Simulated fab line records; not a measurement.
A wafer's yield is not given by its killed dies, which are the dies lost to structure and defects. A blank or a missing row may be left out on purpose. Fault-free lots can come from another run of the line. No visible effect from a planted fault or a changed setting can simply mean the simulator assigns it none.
Struck lot and sound lot, side by side ; flow n5-finfet ; 15 out of 1938 route steps
Sound: the wafers L348.1, L348.2, L348.3. The struck wafers were L334.3, L334.4, L334.6. At the end, the cause is stated.
Each step with rows lists, per side, the tool, then ch with its chambers, then its first start. Under that, the readings that differ: sound wafers ; struck wafers ; difference of the means ; sigmas: that difference in standard deviations of wafers without a fault.
alike: same words and numbers on both sides, and readings whose means sit less than 2 such deviations apart. not compared: any withheld reading, any reading some wafer has no value for, any bound like >300 that may hide the same value, and any number with overlapping values for which the record gives no deviation.
Wherever a step has rows on one side only, a row that says differs or no value, or a row with sigmas, the two part there. Numbers that have no deviation but don't overlap get no sigmas and don't part them. Lack of a reading on every wafer of one side parts them only where that side has two or more wafers.

first, 6 steps without rows for these wafers: N5_BEOL_M6_COAT_22 (resist thk 30 nm); N5_BEOL_M6_EBR_24; N5_BEOL_M6_SOFTBAKE_23 (time 60 s); N5_BEOL_M6_EXPOSE_25 (exposes mask V5, target cd 40 nm); N5_BEOL_M6_PEB_26 (peb time 60 s); N5_BEOL_M6_DEVELOP_27 (develop time 30 s).
N5_BEOL_M6_CD_MEAS_28 targets a cd of 40 nm.
  sound on cd-sem-01 ch 0, day 14 02:14; struck on cd-sem-02 ch 0, day 11 02:37
  alike: cd-nm
N5_BEOL_M6_OVL_MEAS_29:
  sound on overlay-01 ch 0, day 14 02:17; struck on overlay-02 ch 0, day 11 02:39
reading;sound;struck;difference;sigmas
V5_OVL (nm);0.1 -0.6 -0.1;1.0 1.2 1.0;+1.3;+2
N5_BEOL_M6_INSPECT_30: inspects for defects (brightfield).
  struck on defect-inspect-02, day 11 02:42; sound on defect-inspect-02, day 14 02:20
  alike: raw-defect-count
N5_BEOL_M6_DESCUM_33: chemistry O2, time 7 s.
  sound on rie-diel-06 ch 0,1,3, day 14 02:24; struck on rie-diel-05 ch 0,1, day 11 02:44
  alike: drypump-motor-current-A, o2-flow-sccm, oes-product-au, rf-fwd-power-W, rf-vpp-V, showerhead-plenum-p-Torr, throttle-valve-pct
  not compared: rf-hours-counter-h
N5_BEOL_M6_ETCH_72: etches underlayer in N2/H2, target depth 6.5 nm, time 5.2 s.
  sound on rie-diel-06 ch 0,1,3, day 14 02:26; struck on rie-diel-05 ch 0,1, day 11 02:46
  alike: bias-w, drypump-motor-current-A, etch-rf-on-time-s, oes-product-au, rf-fwd-power-W, rf-vpp-V, showerhead-plenum-p-Torr, throttle-valve-pct
  not compared: rf-hours-counter-h
N5_BEOL_M6_ETCH_65: etches SiARC in CF4, target depth 15.6 nm, time 26 s.
  sound on rie-diel-06 ch 0,1,3, day 14 02:28; struck on rie-diel-05 ch 0,1, day 11 02:47
  alike: bias-w, drypump-motor-current-A, etch-rf-on-time-s, oes-product-au, rf-fwd-power-W, rf-vpp-V, showerhead-plenum-p-Torr, throttle-valve-pct
  not compared: rf-hours-counter-h
N5_BEOL_M6_ETCH_66: etches SOC in N2/H2, target depth 80 nm, overetch 16 nm, time 120 s.
  sound on rie-diel-06 ch 0,1,3, day 14 02:29; struck on rie-diel-05 ch 0,1, day 11 02:49
reading;sound;struck;difference;sigmas
bias-w (W);150.7 150.1 150.4;125.3 126.4 125.5;-24.7;-60
rf-vpp-V (V);520.1 525.3 520.2;470.1 470.0 466.2;-53.1;-21
model.SiARC_of_BEOL_M6_COAT_64.thk-nm (nm);6.4 6.6 6.8;7.6 7.8 7.4;+1.0;
  alike: drypump-motor-current-A, oes-product-au, rf-fwd-power-W, showerhead-plenum-p-Torr, throttle-valve-pct
  not compared: rf-hours-counter-h
then, 1 step without rows for these wafers: N5_BEOL_M6_STRIP_69 (strips in N2/H2).
-- the record jumps here: 4 days lie between the struck wafers' starts before and after (it left off in module BEOL_M6 and takes up again in module PASSIVATION, whose first step shown is number 1936 of the route) --
N5_PASSIVATION_PROBE_49:
  struck on prober-02, day 15 04:38; sound on prober-02, day 18 03:12
  alike: defect-limited-yield, killed_at_M0_to_M3, killed_at_M4_up, killed-at-contacts, killed-at-front-end, killed-at-other, killed-dies, killed-open, killed-short, sort_bin_5_function, sort_bin_6_memory, sort_bin_8_speed, sort-n-pass, sort-yield-pct

== WHERE THEY PART ==
Earliest at N5_BEOL_M6_OVL_MEAS_29; latest, in this record, at N5_BEOL_M6_ETCH_66. Later steps at which nothing parts them and some readings are alike: N5_PASSIVATION_PROBE_49.

WHY: the cause the simulator had injected
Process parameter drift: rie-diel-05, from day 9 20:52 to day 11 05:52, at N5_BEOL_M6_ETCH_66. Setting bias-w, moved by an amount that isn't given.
